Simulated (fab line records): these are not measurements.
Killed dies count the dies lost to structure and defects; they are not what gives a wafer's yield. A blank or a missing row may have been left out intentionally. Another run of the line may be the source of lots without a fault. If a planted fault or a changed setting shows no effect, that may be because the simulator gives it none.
Split-lot experiment || flow n5_finfet || route with 1938 steps; 7 lots, 39 wafers read

SPLIT DETAILS
At N5_BEOL_M2_TRENCH_ETCH_37 (etches SiOC in C4F6/O2, target depth 55.555 nm, time 29.2 s), the setting time_s was moved away from the recipe's 29.2 s on 15 of the 39 wafers read, by -50.7% to +53.9%. For the rest of the wafers, this setting stayed at what the recipe calls for.

FROM THE SPLIT TO THE READING: what the file shows between them, 8 steps
- N5_BEOL_M2_ETCH_41: etches SiCN in CH3F/O2, target depth 29.9 nm, time 52.5 s
- N5_BEOL_M2_STRIP_97: strips in N2/H2, time 10 s
- N5_BEOL_M2_OCD_MEAS_38
- N5_BEOL_M2_HM_STRIP_39: strips TiN in peroxide tin strip, target depth 25 nm, time 158 s
- N5_BEOL_M2_SRD_40: time 30 s
- N5_BEOL_M2_ECD_50: material Cu, target thk 300 nm
- N5_BEOL_M2_ANNEAL_51: time 90 s
- N5_BEOL_M2_CMP_52: polishes, stops on SiOC, t overpolish 6.8 s, target thk 40 nm

THE READING
M2_THK, in nm, at N5_BEOL_M2_THK_MEAS_53 (measures by xrf). Typical for fault-free wafers on this fab line: 40.6 nm, with standard deviation 1.7 nm.

{"wafer": "L074.1", "tool, chamber at the split": "rie_diel-02, 0", "time_s as run, s": 15.35, "against the recipe": "-47.4%", "M2_THK, nm": 15.5, "against lot-mates on the recipe": -26.4}
{"wafer": "L074.2", "tool, chamber at the split": "rie_diel-02, 3", "time_s as run, s": 15.35, "against the recipe": "-47.4%", "M2_THK, nm": 11.3, "against lot-mates on the recipe": -30.6}
{"wafer": "L074.3", "tool, chamber at the split": "rie_diel-02, 1", "time_s as run, s": 29.2, "against the recipe": "recipe", "M2_THK, nm": 41.9, "against lot-mates on the recipe": "-"}
{"wafer": "L074.4", "tool, chamber at the split": "rie_diel-02, 2", "time_s as run, s": 15.35, "against the recipe": "-47.4%", "M2_THK, nm": 12.3, "against lot-mates on the recipe": -29.6}
{"wafer": "L074.5", "tool, chamber at the split": "rie_diel-02, 1", "time_s as run, s": 29.2, "against the recipe": "recipe", "M2_THK, nm": 42.5, "against lot-mates on the recipe": "-"}
{"wafer": "L074.6", "tool, chamber at the split": "rie_diel-02, 0", "time_s as run, s": 29.2, "against the recipe": "recipe", "M2_THK, nm": 41.2, "against lot-mates on the recipe": "-"}
{"wafer": "L087.1", "tool, chamber at the split": "rie_diel-04, 1", "time_s as run, s": 44.94, "against the recipe": "+53.9%", "M2_THK, nm": 70.2, "against lot-mates on the recipe": "+29.7"}
{"wafer": "L087.2", "tool, chamber at the split": "rie_diel-04, 2", "time_s as run, s": 44.94, "against the recipe": "+53.9%", "M2_THK, nm": 66.6, "against lot-mates on the recipe": "+26.1"}
{"wafer": "L087.3", "tool, chamber at the split": "rie_diel-04, 0", "time_s as run, s": 29.2, "against the recipe": "recipe", "M2_THK, nm": 42.9, "against lot-mates on the recipe": "-"}
{"wafer": "L087.4", "tool, chamber at the split": "rie_diel-04, 3", "time_s as run, s": 44.94, "against the recipe": "+53.9%", "M2_THK, nm": 69.2, "against lot-mates on the recipe": "+28.7"}
{"wafer": "L087.5", "tool, chamber at the split": "rie_diel-04, 1", "time_s as run, s": 29.2, "against the recipe": "recipe", "M2_THK, nm": 37.9, "against lot-mates on the recipe": "-"}
{"wafer": "L087.6", "tool, chamber at the split": "rie_diel-04, 2", "time_s as run, s": 29.2, "against the recipe": "recipe", "M2_THK, nm": 40.6, "against lot-mates on the recipe": "-"}
{"wafer": "L088.1", "tool, chamber at the split": "rie_diel-04, 2", "time_s as run, s": 29.2, "against the recipe": "recipe", "M2_THK, nm": 36.0, "against lot-mates on the recipe": "-"}
{"wafer": "L088.5", "tool, chamber at the split": "rie_diel-04, 2", "time_s as run, s": 29.2, "against the recipe": "recipe", "M2_THK, nm": 36.5, "against lot-mates on the recipe": "-"}
{"wafer": "L088.6", "tool, chamber at the split": "rie_diel-04, 1", "time_s as run, s": 29.2, "against the recipe": "recipe", "M2_THK, nm": 39.2, "against lot-mates on the recipe": "-"}
{"wafer": "L089.1", "tool, chamber at the split": "rie_diel-02, 3", "time_s as run, s": 29.2, "against the recipe": "recipe", "M2_THK, nm": 38.9, "against lot-mates on the recipe": "-"}
{"wafer": "L089.2", "tool, chamber at the split": "rie_diel-02, 2", "time_s as run, s": 29.2, "against the recipe": "recipe", "M2_THK, nm": 40.1, "against lot-mates on the recipe": "-"}
{"wafer": "L089.3", "tool, chamber at the split": "rie_diel-02, 0", "time_s as run, s": 29.2, "against the recipe": "recipe", "M2_THK, nm": 39.3, "against lot-mates on the recipe": "-"}
{"wafer": "L089.4", "tool, chamber at the split": "rie_diel-02, 1", "time_s as run, s": 29.2, "against the recipe": "recipe", "M2_THK, nm": 41.0, "against lot-mates on the recipe": "-"}
{"wafer": "L089.5", "tool, chamber at the split": "rie_diel-02, 0", "time_s as run, s": 29.2, "against the recipe": "recipe", "M2_THK, nm": 41.4, "against lot-mates on the recipe": "-"}
{"wafer": "L089.6", "tool, chamber at the split": "rie_diel-02, 1", "time_s as run, s": 29.2, "against the recipe": "recipe", "M2_THK, nm": 41.9, "against lot-mates on the recipe": "-"}
{"wafer": "L090.1", "tool, chamber at the split": "rie_diel-02, 1", "time_s as run, s": 34.38, "against the recipe": "+17.7%", "M2_THK, nm": 52.8, "against lot-mates on the recipe": "+11.7"}
{"wafer": "L090.2", "tool, chamber at the split": "rie_diel-02, 0", "time_s as run, s": 29.2, "against the recipe": "recipe", "M2_THK, nm": 41.1, "against lot-mates on the recipe": "-"}
{"wafer": "L090.3", "tool, chamber at the split": "rie_diel-02, 3", "time_s as run, s": 34.38, "against the recipe": "+17.7%", "M2_THK, nm": 48.6, "against lot-mates on the recipe": "+7.5"}
{"wafer": "L090.4", "tool, chamber at the split": "rie_diel-02, 3", "time_s as run, s": 29.2, "against the recipe": "recipe", "M2_THK, nm": 39.9, "against lot-mates on the recipe": "-"}
{"wafer": "L090.5", "tool, chamber at the split": "rie_diel-02, 0", "time_s as run, s": 34.38, "against the recipe": "+17.7%", "M2_THK, nm": 50.7, "against lot-mates on the recipe": "+9.6"}
{"wafer": "L090.6", "tool, chamber at the split": "rie_diel-02, 1", "time_s as run, s": 29.2, "against the recipe": "recipe", "M2_THK, nm": 42.2, "against lot-mates on the recipe": "-"}
{"wafer": "L095.1", "tool, chamber at the split": "rie_diel-02, 1", "time_s as run, s": 29.2, "against the recipe": "recipe", "M2_THK, nm": 41.3, "against lot-mates on the recipe": "-"}
{"wafer": "L095.2", "tool, chamber at the split": "rie_diel-02, 2", "time_s as run, s": 38.49, "against the recipe": "+31.8%", "M2_THK, nm": 59.5, "against lot-mates on the recipe": "+17.4"}
{"wafer": "L095.3", "tool, chamber at the split": "rie_diel-02, 0", "time_s as run, s": 38.49, "against the recipe": "+31.8%", "M2_THK, nm": 62.3, "against lot-mates on the recipe": "+20.2"}
{"wafer": "L095.4", "tool, chamber at the split": "rie_diel-02, 0", "time_s as run, s": 38.49, "against the recipe": "+31.8%", "M2_THK, nm": 60.4, "against lot-mates on the recipe": "+18.3"}
{"wafer": "L095.5", "tool, chamber at the split": "rie_diel-02, 1", "time_s as run, s": 29.2, "against the recipe": "recipe", "M2_THK, nm": 42.7, "against lot-mates on the recipe": "-"}
{"wafer": "L095.6", "tool, chamber at the split": "rie_diel-02, 2", "time_s as run, s": 29.2, "against the recipe": "recipe", "M2_THK, nm": 42.3, "against lot-mates on the recipe": "-"}
{"wafer": "L097.1", "tool, chamber at the split": "rie_diel-04, 0", "time_s as run, s": 14.4, "against the recipe": "-50.7%", "M2_THK, nm": 12.5, "against lot-mates on the recipe": -28.8}
{"wafer": "L097.2", "tool, chamber at the split": "rie_diel-04, 1", "time_s as run, s": 29.2, "against the recipe": "recipe", "M2_THK, nm": 40.0, "against lot-mates on the recipe": "-"}
{"wafer": "L097.3", "tool, chamber at the split": "rie_diel-04, 3", "time_s as run, s": 29.2, "against the recipe": "recipe", "M2_THK, nm": 42.2, "against lot-mates on the recipe": "-"}
{"wafer": "L097.4", "tool, chamber at the split": "rie_diel-04, 2", "time_s as run, s": 14.4, "against the recipe": "-50.7%", "M2_THK, nm": 13.6, "against lot-mates on the recipe": -27.7}
{"wafer": "L097.5", "tool, chamber at the split": "rie_diel-04, 3", "time_s as run, s": 14.4, "against the recipe": "-50.7%", "M2_THK, nm": 12.5, "against lot-mates on the recipe": -28.8}
{"wafer": "L097.6", "tool, chamber at the split": "rie_diel-04, 2", "time_s as run, s": 29.2, "against the recipe": "recipe", "M2_THK, nm": 41.6, "against lot-mates on the recipe": "-"}

THE FIT
A straight line over all 39 wafers: M2_THK changes by +0.557 nm for each +1% of time_s; r = +0.99; the points scatter about the line by 2 nm.
The same after taking each lot's own level away (the mean of its wafers on the recipe; 39 wafers): +0.563 nm for each +1%; r = +0.99; scatter 1.6 nm.
According to that fit, moving time_s by its largest amount changes the reading by 30 nm.
From 37.23 to 42.10 nm: that is the span of the lots' own levels, equal to 2.9 times the standard deviation above.
So the lot-to-lot level changes the slope little: the two slopes agree.
Check: for one of the wafers moved furthest among these (+53.9%), held out of the fit, the line's prediction against its lot-mates is +30.1 nm. It came out at +29.7 nm against them.

ADDITIONAL SPLITS CARRIED BY THESE WAFERS
Note: prior to the reading, these wafers also went through further splits. Each is held against what the fit with the lots' levels taken away leaves over:
{"other split on the same wafers": "N5_HKMG_FIN_ALD_91 ald_cycles", "wafers away from the commonest value": 15, "r with M2_THK (lot level and that fit taken away)": "+0.17"}
{"other split on the same wafers": "N5_BEOL_M0_SAQP_DESCUM_19 time_s", "wafers away from the commonest value": 18, "r with M2_THK (lot level and that fit taken away)": "+0.01"}

THE WHOLE CHAIN: every reading that the file lists as answering this split, in the file's order
{"step": "N5_BEOL_M2_TRENCH_ETCH_37", "what it does": "etches SiOC in C4F6/O2, target depth 55.555 nm, time 29.2 s", "reading": "BEOL_M2.feature_depth_nm (the simulator's own value, which no gauge read)", "change (the file's fit)": "+0.559 nm for each +1% of the setting", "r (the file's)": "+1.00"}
{"step": "N5_BEOL_M2_TRENCH_ETCH_37", "what it does": "etches SiOC in C4F6/O2, target depth 55.555 nm, time 29.2 s", "reading": "etch.depth_nm (the simulator's own value, which no gauge read)", "change (the file's fit)": "+0.559 nm for each +1% of the setting", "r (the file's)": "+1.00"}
{"step": "N5_BEOL_M2_TRENCH_ETCH_37", "what it does": "etches SiOC in C4F6/O2, target depth 55.555 nm, time 29.2 s", "reading": "TiN_of_BEOL_M2_HM_DEP_02.thk_nm (the simulator's own value, which no gauge read)", "change (the file's fit)": "-0.0234 nm for each +1% of the setting", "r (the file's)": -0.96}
{"step": "N5_BEOL_M2_OCD_MEAS_38", "what it does": "", "reading": "trench_depth_nm", "change (the file's fit)": "+0.563 nm for each +1% of the setting", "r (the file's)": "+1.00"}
{"step": "N5_BEOL_M2_CMP_52", "what it does": "polishes, stops on SiOC, t overpolish 6.8 s, target thk 40 nm", "reading": "Cu_of_BEOL_M2_ECD_50.thk_nm (the simulator's own value, which no gauge read)", "change (the file's fit)": "+0.56 nm for each +1% of the setting", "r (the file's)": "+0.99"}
{"step": "N5_BEOL_M2_THK_MEAS_53", "what it does": "measures by xrf", "reading": "M2_THK", "change (the file's fit)": "+0.563 for each +1% of the setting", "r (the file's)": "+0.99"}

FILE'S OWN FIT
M2_THK changes by +0.563 nm for each +1% of time_s, r = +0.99.
